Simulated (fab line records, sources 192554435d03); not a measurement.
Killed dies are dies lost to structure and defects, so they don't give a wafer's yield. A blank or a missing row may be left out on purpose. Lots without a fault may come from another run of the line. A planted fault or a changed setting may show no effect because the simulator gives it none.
fab line records | flow n5_finfet
record lots=10 wafers=29 last_day=20
route steps=1938 shown MOL_CONTACT_COAG@579 PASSIVATION@1936
lots that met no fault: from a run of the same line without faults
start_h: hours from the record's first day to the start of the lot's first wafer shown | wait_h: hours since the lot's step before | " the same as in the row above | L1.1+2: a row that stands for several wafers | - no value, or no start given | * or withheld: withheld | < > ~ a bound
route shown NAME@n: a module of which the file shows steps, and the number in the route of the first | usual: mean/standard deviation of fault-free wafers | same: alike in all rows | chamber/n: place in a boat | sites: the reading at each site | _std_site: their standard deviation | _edge_site: outer sites' mean less inner sites' | radius_mm: how far each site lies from the wafer's centre | mask NAME#n: copy n | behind: the tool/chamber that last shaped the wafer | hold: why the lot was held/for how many hours/how that ended | device: the transistor (n, p or np) that didn't switch | end of line: the same wafers' tests at the end of the route | a step without rows: its recipe alone | killed: dies lost to structure and defects at the first sort, not the wafer's yield | map: a wafer's dies, x killed, . not, _ none there
set.NAME: the setting as run; set.NAME@STEP: as run at that earlier step | model.NAME: the simulator's own value behind a step, which no gauge read
steps of the route over a sample of lots; a table a step, a row a wafer
services: from which hour (start_h, from the record's first day; less than 0 if before it) a tool's chamber was out of use, for how many hours, and why
## steps
# step N5_MOL_CONTACT_COAG_ALD_131
# recipe material=SiO2 target_thk_a=50 temp_c=100 ald_precursor_family=BDEAS ald_co_reactant=O2-plasma pulse_time_s=1 co_reactant_pulse_time_s=1 purge_time_s=2 co_reactant_purge_time_s=2 ald_cycles=35 pressure_torr=2
# usual heater_power_w=81/9 precursor_pulse_height_rel=1.000/0.02 susceptor_temp_C=100.00/0.12
# same co_reactant_pulse_time_s=1
# columns lot.wafer tool chamber start_h wait_h heater_power_w precursor_pulse_height_rel susceptor_temp_C
L714.1 ald_sin-03 2 118.23 0.1 85 1.014 99.78
L714.4 " 3 " " 85 1.004 99.80
L714.5 " 0 " " 72 1.037 99.95
L715.1 ald_sin-03 1 120.34 0.1 76 0.983 100.09
L715.3 " 0 " " 73 1.019 100.05
L715.6 " 3 " " 85 0.957 99.79
L720.2 ald_sin-04 0 156.36 0.3 85 1.008 100.12
L720.6 " 3 " " 93 0.977 100.10
L722.1 ald_sin-02 1 164.63 0.1 87 1.004 100.08
L722.2 " 3 " " 82 0.973 99.73
L722.4 " 0 " " 65 0.970 99.88
L727.1 ald_sin-02 1 193.93 0.1 85 0.991 100.13
L727.3 " 0 " " 66 1.048 100.14
L727.5 " 0 " " 66 1.003 100.03
L728.1 ald_sin-04 0 202.13 0.1 86 1.004 100.09
L728.4 " 2 " " 74 1.027 100.07
L728.5 " 2 " " 76 1.011 100.03
L731.4 ald_sin-03 2 217.08 0.3 88 1.017 100.20
L731.5 " 1 " " 75 1.001 100.05
L731.6 " 0 " " 73 0.999 100.05
L732.2 ald_sin-03 1 222.25 0.1 73 1.033 100.03
L732.4 " 2 " " 87 1.045 99.99
L732.5 " 2 " " 88 1.028 99.94
L733.2 ald_sin-02 3 236.68 0.1 82 0.972 100.00
L733.3 " 1 " " 86 1.001 99.98
L733.4 " 2 " " 74 0.983 99.97
L734.1 ald_sin-04 2 241.17 0.1 76 0.956 99.96
L734.4 " 3 " " 94 0.997 100.02
L734.6 " 3 " " 97 1.010 100.23
# step N5_MOL_CONTACT_COAG_ETCH_91
# recipe chemistry=N2/H2 target=SOC target_depth_a=600 overetch_a=210 mask_material=SiARC temp_c=40 time_s=101.2 ion_energy_ev=200 pressure_mtorr=30 source_w=840 bias_w=150 n2_flow_sccm=200 h2_flow_sccm=200
# usual drypump_motor_current_A=5.6/0.41 oes_product_au=0.63/0.047 rf_vpp_V=523.6/2.6 showerhead_plenum_p_Torr=2.53/0.095 throttle_valve_pct=17.82/0.21
# columns lot.wafer tool chamber start_h wait_h drypump_motor_current_A oes_product_au rf_hours_counter_h rf_vpp_V showerhead_plenum_p_Torr throttle_valve_pct
L714.1 rie_diel-04 1 118.44 0.0 6.2 0.63 159 520.4 2.44 18.02
L714.4 " 0 " " 5.9 0.66 113 523.4 2.57 17.54
L714.5 " 0 " " 5.8 0.66 - 524.6 2.57 17.54
L715.1 rie_diel-01 3 120.55 0.0 5.1 0.66 118 521.7 2.42 17.67
L715.3 " 1 " " 5.8 0.68 91 526.3 2.70 17.72
L715.6 " 0 " " 6.2 0.59 - 527.2 2.60 17.86
L720.2 rie_diel-05 0 156.83 0.0 5.2 0.62 179 521.1 2.43 17.77
L720.6 " 1 " " 6.2 0.66 - 525.4 2.52 17.96
L722.1 rie_diel-01 0 164.85 0.0 6.3 0.58 229 527.1 2.59 17.88
L722.2 " 3 " " 5.1 0.66 130 522.0 2.42 17.70
L722.4 " 1 " " 5.8 0.67 104 529.0 2.70 17.74
L727.1 rie_diel-04 3 194.15 0.0 5.5 0.64 149 521.0 2.43 17.74
L727.3 " 0 " " 5.8 0.64 133 523.9 2.56 17.60
L727.5 " 2 " " 5.6 0.73 - 524.6 2.58 17.87
L728.1 rie_diel-01 3 202.38 0.0 5.1 0.64 143 522.0 2.41 17.72
L728.4 " 1 " " 5.8 0.66 117 525.5 2.69 17.76
L728.5 " 3 " " 5.0 0.65 - 521.2 2.41 17.72
L731.4 rie_diel-04 3 217.42 0.0 5.5 0.64 157 520.6 2.42 17.74
L731.5 " 1 " " 6.1 0.61 - 520.2 2.43 18.09
L731.6 " 2 " " 5.6 0.72 - 526.5 2.58 17.89
L732.2 rie_diel-01 0 222.47 0.0 6.2 0.56 250 526.5 2.58 17.92
L732.4 " 3 " " 5.1 0.64 150 522.1 2.41 17.75
L732.5 " 0 " " 6.2 0.57 - 525.5 2.58 17.92
L733.2 rie_diel-04 2 236.93 0.0 5.6 0.73 46 526.8 2.58 17.89
L733.3 " 0 " " 5.8 0.63 147 524.4 2.56 17.61
L733.4 " 3 " " 5.5 0.63 163 521.5 2.42 17.74
L734.1 rie_diel-05 0 241.39 0.0 5.2 0.61 205 519.8 2.42 17.83
L734.4 " 1 " " 6.2 0.64 - 523.3 2.51 18.04
L734.6 " 2 " " 5.3 0.58 - 525.2 2.57 17.61
# step N5_MOL_CONTACT_COAG_STRIP_119
# recipe chemistry=N2/H2 time_s=30 power_w=1000 temp_c=250 pressure_mtorr=withheld n2_flow_sccm=1750 h2_flow_sccm=3250
# usual drypump_motor_current_A=6.06/0.19 heater_power_w=322/22
# columns lot.wafer tool chamber start_h wait_h drypump_motor_current_A heater_power_w rf_hours_counter_h
L714.1 plasma_asher-02 1 118.75 0.1 5.71 365 95
L714.4 " 0 " " 6.19 315 -
L714.5 " 1 " " 5.75 348 -
L715.1 plasma_asher-01 0 120.86 0.1 6.08 304 45
L715.3 " 0 " " 6.10 295 -
L715.6 " 1 " " 6.25 332 -
L720.2 plasma_asher-01 1 157.14 0.1 6.24 324 52
L720.6 " 0 " " 6.09 290 -
L722.1 plasma_asher-02 1 165.16 0.1 5.75 354 103
L722.2 " 0 " " 6.15 310 103
L722.4 " 1 " " 5.74 360 -
L727.1 plasma_asher-01 1 194.46 0.1 6.29 331 61
L727.3 " 0 " " 6.08 295 -
L727.5 " 1 " " 6.23 326 -
L728.1 plasma_asher-02 0 202.69 0.1 6.17 320 110
L728.4 " 1 " " 5.78 351 -
L728.5 " 1 " " 5.76 349 -
L731.4 plasma_asher-01 0 217.76 0.1 6.08 294 -
L731.5 " 1 " " 6.25 331 -
L731.6 " 0 " " 6.10 298 -
L732.2 plasma_asher-01 0 222.78 0.1 6.08 295 65
L732.4 " 0 " " 6.10 287 -
L732.5 " 0 " " 6.07 292 -
L733.2 plasma_asher-02 1 237.24 0.1 5.77 354 118
L733.3 " 1 " " 5.77 345 -
L733.4 " 0 " " 6.17 316 -
L734.1 plasma_asher-02 1 241.70 0.1 5.74 353 120
L734.4 " 1 " " 5.76 345 -
L734.6 " 0 " " 6.18 313 -
# step N5_MOL_CONTACT_COAG_INSPECT_42
# recipe mode=adi inspect_instrument=brightfield
# usual raw_defect_count=215/53
# columns lot.wafer tool chamber start_h wait_h raw_defect_count
L714.1 defect_inspect-01 - 119.31 0.1 189
L714.4 " - " " 213
L714.5 " - " " 167
L715.1 defect_inspect-02 - 121.42 0.1 187
L715.3 " - " " 290
L715.6 " - " " 306
L720.2 defect_inspect-02 - 157.82 0.0 194
L720.6 " - " " 136
L722.1 defect_inspect-02 - 165.80 0.1 175
L722.2 " - " " 146
L722.4 " - " " 162
L727.1 defect_inspect-02 - 195.01 0.1 329
L727.3 " - " " 1323
L727.5 " - " " 210
L728.1 defect_inspect-02 - 203.24 0.1 198
L728.4 " - " " 199
L728.5 " - " " 152
L731.4 defect_inspect-02 - 218.42 0.0 1257
L731.5 " - " " 303
L731.6 " - " " 1283
L732.2 defect_inspect-02 - 223.49 0.2 1253
L732.4 " - " " 1204
L732.5 " - " " 1233
L733.2 defect_inspect-02 - 237.79 0.0 216
L733.3 " - " " 322
L733.4 " - " " 307
L734.1 defect_inspect-02 - 242.38 0.1 195
L734.4 " - " " 133
L734.6 " - " " 178
# step N5_MOL_CONTACT_COAG_VIA_ETCH_117
# recipe chemistry=C4F6/O2 target_depth_a=400 overetch_a=80 mask_material=SOC target=SiO2 bias_w=455 pressure_mtorr=10 time_s=26 source_w=325 Ar_flow_sccm=300 C4F6_flow_sccm=10 O2_flow_sccm=10 ion_energy_ev=575.3 ends=end_point
# usual drypump_motor_current_A=5.6/0.41 mfc_ar_sccm=300.0/0.94 oes_product_au=0.67/0.046 rf_vpp_V=1590/34 showerhead_plenum_p_Torr=2.82/0.1 throttle_valve_pct=41.3/0.55
# columns lot.wafer tool chamber start_h wait_h drypump_motor_current_A mfc_ar_sccm oes_product_au rf_hours_counter_h rf_vpp_V showerhead_plenum_p_Torr throttle_valve_pct
L714.1 rie_diel-04 3 119.81 0.0 5.5 300.1 0.69 128 1534 2.73 40.6
L714.4 " 0 " " 5.8 298.8 0.70 113 1663 2.85 39.9
L714.5 " 2 " " 5.6 299.6 0.81 - 1592 2.94 41.4
L715.1 rie_diel-05 3 121.92 0.0 5.5 299.6 0.64 211 1568 2.73 42.1
L715.3 " 1 " " 6.2 299.4 0.71 113 1592 2.84 41.9
L715.6 " 0 " " 5.1 299.0 0.67 - 1586 2.72 41.3
L720.2 rie_diel-01 2 158.34 0.0 5.2 300.6 0.64 198 1562 2.83 41.5
L720.6 " 1 " " 5.9 301.7 0.73 - 1675 3.01 40.8
L722.1 rie_diel-05 3 166.30 0.0 5.5 299.6 0.63 228 1567 2.72 42.1
L722.2 " 1 " " 6.2 299.1 0.69 131 1591 2.83 41.9
L722.4 " 0 " " 5.1 298.9 0.66 183 1585 2.71 41.3
L727.1 rie_diel-05 3 195.52 0.0 5.4 300.8 0.61 238 1566 2.72 42.1
L727.3 " 0 " " 5.1 299.0 0.66 193 1585 2.71 41.3
L727.5 " 3 " " 5.5 299.5 0.62 - 1566 2.72 42.1
L728.1 rie_diel-05 1 203.93 0.0 6.2 299.5 0.68 143 1589 2.83 41.9
L728.4 " 0 " " 5.1 299.0 0.65 195 1584 2.71 41.3
L728.5 " 3 " " 5.5 300.3 0.62 - 1566 2.72 42.2
L731.4 rie_diel-04 1 219.03 0.0 6.2 299.3 0.65 189 1564 2.73 41.1
L731.5 " 3 " " 5.5 298.6 0.67 - 1533 2.72 40.6
L731.6 " 2 " " 5.6 299.2 0.76 - 1593 2.92 41.4
L732.2 rie_diel-04 0 224.10 0.0 5.8 300.5 0.68 143 1663 2.83 39.9
L732.4 " 3 " " 5.5 298.2 0.68 158 1532 2.72 40.6
L732.5 " 0 " " 5.9 299.1 0.68 - 1662 2.83 39.9
L733.2 rie_diel-04 0 238.33 0.0 5.8 300.1 0.68 147 1662 2.83 39.9
L733.3 " 2 " " 5.6 299.7 0.75 47 1590 2.92 41.4
L733.4 " 1 " " 6.1 300.2 0.65 194 1563 2.73 41.2
L734.1 rie_diel-05 2 242.88 0.0 5.3 299.9 0.63 238 1603 2.95 41.6
L734.4 " 2 " " 5.2 302.1 0.63 - 1604 2.94 41.6
L734.6 " 1 " " 6.2 301.4 0.68 - 1590 2.82 41.9
# step N5_PASSIVATION_PROBE_49
# usual killed_at_M0_to_M3=36/10 killed_at_M4_up=14/5.2 killed_at_contacts=12/6 killed_at_front_end=37/10 killed_at_other=4/3.3 killed_dies=104/18 killed_on_rim=14/4.1 killed_open=68/14 killed_short=34/7.4
# same gross_dies=1180 killed_at_back_side=0
# columns lot.wafer tool chamber start_h wait_h killed_at_M0_to_M3 killed_at_M4_up killed_at_contacts killed_at_front_end killed_at_other killed_dies killed_on_rim killed_open killed_short
L731.4 prober-02 - 460.19 0.2 40 10 61 22 0 133 26 52 26
L731.5 prober-02 - 460.24 0.2 42 10 6 27 1 86 6 55 30
L731.6 prober-02 - 460.29 0.3 52 8 66 22 1 149 32 69 27
L727.1 prober-01 - 470.34 0.0 36 12 9 43 1 101 11 64 35
L727.3 prober-01 - 470.44 0.1 27 12 63 45 11 158 27 71 27
L727.5 prober-01 - 470.54 0.2 22 6 12 49 6 95 12 62 31
L732.2 prober-02 - 488.71 0.1 48 12 66 29 3 158 27 72 37
L732.4 prober-02 - 488.81 0.2 33 18 70 28 8 157 34 62 36
L732.5 prober-02 - 488.86 0.2 52 10 69 19 6 156 34 61 40
# killed by level:class
L731.4 MOL_CONTACT_COAG:unspecified=54 BEOL_M3:geometric_particle:open=8 BEOL_M3:geometric_particle:short=7 MOL_CONTACT_COAG:geometric_particle:open=6 BEOL_M1:geometric_particle:open=6 BEOL_M2:geometric_particle:open=6 BEOL_M0_SAQP:geometric_particle:open=5 BEOL_M1:geometric_particle:short=5
L731.5 BEOL_M3:geometric_particle:open=14 BEOL_M1:geometric_particle:open=9 MOL_CONTACT_COAG:geometric_particle:open=6 BEOL_M0_SAQP:geometric_particle:short=6 FIN_SAQP:geometric_particle:open=5 GATE_CUT:geometric_particle:short=5 BEOL_M0_SAQP:geometric_particle:open=5 ILD0:geometric_particle:short=4
L731.6 MOL_CONTACT_COAG:unspecified=52 BEOL_M3:geometric_particle:open=13 MOL_CONTACT_COAG:geometric_particle:open=12 BEOL_M0_SAQP:geometric_particle:open=10 BEOL_M0_SAQP:geometric_particle:short=8 BEOL_M2:geometric_particle:open=8 BEOL_M1:geometric_particle:open=5 BEOL_M3:geometric_particle:short=4
L727.1 BEOL_M2:geometric_particle:open=12 STI_FIN_REVEAL:geometric_particle:open=11 FIN_SAQP:geometric_particle:open=9 FIN_SAQP:geometric_particle:short=6 BEOL_M0_SAQP:geometric_particle:open=6 GATE_CUT:geometric_particle:short=5 MOL_CONTACT_COAG:geometric_particle:open=5 BEOL_M4:geometric_particle:open=5
L727.3 MOL_CONTACT_COAG:unspecified=59 FIN_SAQP:geometric_particle:open=21 FIN_SAQP:geometric_particle:short=8 GATE_CUT:geometric_particle:open=8 BEOL_M0_SAQP:geometric_particle:short=8 BEOL_M5:geometric_particle:open=7 BEOL_M0_SAQP:geometric_particle:open=6 MIM_TOP:geometric_particle:open=5
L727.5 FIN_SAQP:geometric_particle:open=14 MOL_CONTACT_COAG:geometric_particle:open=10 STI_FIN_REVEAL:geometric_particle:open=9 GATE_CUT:geometric_particle:short=8 FIN_SAQP:geometric_particle:short=5 BEOL_M1:geometric_particle:open=5 DUMMY_GATE:geometric_particle:open=4 BEOL_M2:geometric_particle:short=4
L732.2 MOL_CONTACT_COAG:unspecified=49 MOL_CONTACT_COAG:geometric_particle:open=14 BEOL_M0_SAQP:geometric_particle:short=12 FIN_SAQP:geometric_particle:short=11 BEOL_M0_SAQP:geometric_particle:open=11 BEOL_M2:geometric_particle:open=8 BEOL_M1:geometric_particle:open=7 FIN_SAQP:geometric_particle:open=6
L732.4 MOL_CONTACT_COAG:unspecified=57 MOL_CONTACT_COAG:geometric_particle:open=12 FIN_SAQP:geometric_particle:short=10 BEOL_M0_SAQP:geometric_particle:open=9 BEOL_M2:geometric_particle:open=8 BEOL_M4:geometric_particle:open=5 BEOL_M0_SAQP:geometric_particle:short=4 BEOL_M4:geometric_particle:short=4
L732.5 MOL_CONTACT_COAG:unspecified=55 MOL_CONTACT_COAG:geometric_particle:open=12 BEOL_M0_SAQP:geometric_particle:short=10 BEOL_M0_SAQP:geometric_particle:open=10 BEOL_M2:geometric_particle:open=10 GATE_CUT:geometric_particle:short=5 BEOL_M0:geometric_particle:open=5 BEOL_M1:geometric_particle:short=4
## services
# columns tool chamber start_h hours kind
ald_sin-04 0 99.32 - clean
ald_sin-04 1 99.32 - clean
ald_sin-04 2 99.32 - clean
ald_sin-04 3 99.32 - clean
plasma_asher-02 - 102.12 0.7 repair
ald_sin-04 2 102.73 16.2 repair
ald_sin-02 0 137.06 5.4 repair
ald_sin-02 3 141.38 19.9 repair
plasma_asher-01 - 149.75 0.5 repair
plasma_asher-02 - 158.29 5.8 repair
rie_diel-01 2 171.91 16.9 repair
rie_diel-04 2 196.85 3.7 repair
rie_diel-01 0 223.62 - clean
rie_diel-01 0 223.62 - consumable_replace:focus_ring
rie_diel-01 0 223.62 32.8 scheduled_down
rie_diel-01 0 223.62 32.8 vent_cycle
plasma_asher-01 - 224.38 7.8 pm
rie_diel-05 3 240.08 - clean
rie_diel-05 3 240.08 - consumable_replace:focus_ring
rie_diel-05 3 240.08 - consumable_replace:showerhead
rie_diel-05 3 240.08 25.9 scheduled_down
rie_diel-05 3 240.08 25.9 vent_cycle
## key
first_sign step=N5_MOL_CONTACT_COAG_INSPECT_42 reading=raw_defect_count direction=up sigmas=20 usual=215 struck=1259
effect step=N5_PASSIVATION_PROBE_49 reading=killed_at_contacts direction=up sigmas=9.1 usual=12 struck=66
more_kills_born_at N5_MOL_CONTACT_COAG_STRIP_119@plasma_asher-01=326
met_at N5_MOL_CONTACT_COAG_STRIP_119
struck_lots L727,L731,L732
struck_wafers L727.3,L731.4,L731.6,L732.2,L732.4,L732.5
tester_left_out L727,L731,L732
not_acting_at N5_MOL_CONTACT_COAG_ALD_131,N5_MOL_CONTACT_COAG_ETCH_91,N5_MOL_CONTACT_COAG_VIA_ETCH_117
onset_between 157.14 194.46
fault kind=chamber_particle_source tool=plasma_asher-01 chamber=0 onset_h=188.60 steps=N5_MOL_CONTACT_COAG_STRIP_119 rate_per_visit_cm2=1.6101 end_h=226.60
# tester_left_out: of these lots the tester's yield and bins aren't shown, on N5 and GAA mostly nor the transistor test; their killed dies are dies lost to structure and defects alone, not to doping, threshold or leakage, so they don't give the yield
